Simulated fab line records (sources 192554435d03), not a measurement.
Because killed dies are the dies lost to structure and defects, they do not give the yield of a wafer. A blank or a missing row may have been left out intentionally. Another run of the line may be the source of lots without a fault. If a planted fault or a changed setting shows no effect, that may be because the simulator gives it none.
Code-filled problem report in 8D (eight disciplines) form | flow n5 finfet | the parts of the form that need people (team, actions taken, sign-off) are left out
Where a reading is given only as a bound, like >300, the bound stands for it, and a mean or a difference that rests on one is marked > or <: the true number lies beyond.

1. THE ISSUE
raw defect count at N5_HKMG_FIN_INSPECT_14 reads a mean of >300 on 2 wafers of 2 lots; wafers without a fault read 2.0 with a standard deviation of 1.4. That is +99 or more standard deviations from the usual mean.
The step: inspects for defects (macro).
First observed at day 5 04:02: wafer L927.3, on defect inspect-01. Wafers with a number at this step in the record: 12, from 4 lots. The rule behind "out" and "out of limits": a value lying over 4 standard deviations away from the usual mean. The other wafers with a number count as sound.

2. WHAT IT IS AND WHAT IT IS NOT
question                    | is                | is not
which readings at this step | raw defect count  | -
which lots                  | L927, L928        | L925, L935
which wafers of those lots  | L927.3, L928.1    | L927.4, L927.5, L928.2, L928.4
read on which gauges        | defect inspect-01 | defect inspect-02
when                        | from day 5 04:02  | up to then (5 sound wafers); but 5 sound wafers of L928, L935 came after

3. SUSPECTS, AND WHAT RULES EACH OUT
Counting: if a tool at a process step up to the reading ran every lot that is out, it stays a suspect. Sound lots after the first of them don't rule it out here, since some wafers of a struck lot are sound.
- the gauge at N5_HKMG_FIN_INSPECT_14 has been ruled out. All the wafers that are out were read on defect inspect-01, but those of them that N5_PASSIVATION_PROBE_49 has rows for are out there too, on other tools.
- ald metal-04 at N5_HKMG_FIN_ALD_79 (deposits TiN, target thk 1.5 nm, pulse time 1 s, purge time 3 s): kept. It ran every lot that is out, first L927 (day 5 02:04); its last sound lot up to then is L925 (day 4 14:59).
- At N5_HKMG_FIN_ALD_79, inside ald metal-04: chamber 1 took the wafers that are out, while their sound lot-mates went through chambers 0, 2, 3.
Left after counting: ald metal-04 at N5_HKMG_FIN_ALD_79.

4. THE CAUSE (what the simulator had put in)
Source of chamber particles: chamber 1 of ald metal-04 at N5_HKMG_FIN_ALD_79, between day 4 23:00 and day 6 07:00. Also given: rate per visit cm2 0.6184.
Only this tool survived the counting.

5. THE CHAIN OF EFFECTS, in route order
One row per reading whose mean, taken over the struck wafers that have a number, lies over 3 standard deviations from the usual. Scope: only readings with a usual standard deviation given in the record; hours: median across lots of the time from each lot's start at the first step in this table that gives one to its start at this step; sigmas: change in usual standard deviations.
hours | step                    | reading             | usual | on struck wafers | change | sigmas
0     | N5_HKMG_FIN_INSPECT_14  | raw defect count    | 2.0   | >300             | >+298  | +99 or more
231   | N5_PASSIVATION_PROBE_49 | killed at front end | 41    | 153              | +112   | +11
231   | N5_PASSIVATION_PROBE_49 | killed dies         | 107   | 211              | +104   | +6.5
Its process steps:
- N5_PASSIVATION_PROBE_49

6. HOW IT WOULD HAVE BEEN CAUGHT EARLIER
In this record the first reading out of limits at a measuring or inspecting step was taken at day 5 04:02, 5 hours after the fault began at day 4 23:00.
An alarm limit of 4 standard deviations would not have fired on the tool readings at N5_HKMG_FIN_ALD_79 for which the record gives a usual standard deviation, since none of them was out on any struck wafer.
Of the lots that are out (2), L928 began N5_HKMG_FIN_ALD_79 on ald metal-04 after day 5 04:02. Putting the tool on hold at that point would have spared it.
